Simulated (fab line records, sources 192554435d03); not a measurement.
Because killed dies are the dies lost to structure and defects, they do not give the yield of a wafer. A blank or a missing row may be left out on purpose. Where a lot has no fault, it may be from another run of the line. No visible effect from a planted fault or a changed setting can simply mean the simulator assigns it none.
A single fault, viewed from 2 desks / flow n5Finfet / what lay behind the numbers comes last; until then each desk has only its own
Where a reading is given only as a bound, like >300, the bound stands for it, and a mean or a difference that rests on one is marked > or <: the true number lies beyond.

THE DEFECT DESK
Per lot, the means of the sampled wafers with a number show what the inspections along the route counted. A lot is out of limits, marked OUT, if its mean lies more than 4 standard deviations from the usual mean; the brackets give that distance.
Columns: A = rawDefectCount at N5_BEOL_M14_INSPECT_30, usual 2.3
lot=L795; first seen here=day 11 09:28; A=1.7
lot=L796; first seen here=day 11 11:56; A=2.3
lot=L798; first seen here=day 12 00:49; A=0.7
lot=L799; first seen here=day 12 03:53; A=>300 (+99 or more) OUT
lot=L803; first seen here=day 13 03:07; A=>300 (+99 or more) OUT
lot=L809; first seen here=day 14 10:31; A=3.3
lot=L812; first seen here=day 16 09:01; A=1.7
lot=L814; first seen here=day 16 19:53; A=2.7
lot=L817; first seen here=day 16 21:08; A=2.3
lot=L815; first seen here=day 16 21:44; A=2.0
lot=L816; first seen here=day 17 21:57; A=2.0
This desk finds L799, L803 out of limits, L799 being first, at day 12 03:53 (rawDefectCount at N5_BEOL_M14_INSPECT_30). In limits: L795, L796, L798, L809, L812, L814, L817, L815, L816.

AT THE METROLOGY DESK
What the gauges read, lot by lot, whatever tool the lot ran on: means of the sampled wafers that have a number. A lot is out of limits, marked OUT, if its mean lies more than 4 standard deviations from the usual mean; the brackets give that distance.
Columns: A = cdNm at N5_BEOL_M14_CD_MEAS_28, usual 284.0 nm
lot=L795; first seen here=day 11 09:24; A=286.9
lot=L796; first seen here=day 11 11:52; A=285.0
lot=L798; first seen here=day 12 00:46; A=284.2
lot=L799; first seen here=day 12 03:50; A=283.6
lot=L803; first seen here=day 13 03:04; A=285.0
lot=L809; first seen here=day 14 10:27; A=280.9
lot=L812; first seen here=day 16 08:58; A=284.7
lot=L814; first seen here=day 16 19:50; A=284.5
lot=L817; first seen here=day 16 21:05; A=282.3
lot=L815; first seen here=day 16 21:41; A=285.5
lot=L816; first seen here=day 17 21:54; A=285.3
This desk found nothing out of limits on any of the 11 lots.

BROUGHT TOGETHER
The defect desk could have raised an alarm at day 12 03:53, on L799, L803.
Metrology desk: nothing out of limits seen.
The metrology desk has L799, L803 on record, within its limits.
Of the lots named, all ran N5_BEOL_M14_STRIP_71 on wetBench-02.

WHAT THE SIMULATOR PUT IN
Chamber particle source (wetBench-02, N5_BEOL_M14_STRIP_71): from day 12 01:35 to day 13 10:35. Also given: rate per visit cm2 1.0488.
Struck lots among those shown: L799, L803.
Hours from the fault's start to each desk's first reading out of limits: the defect desk, 2.
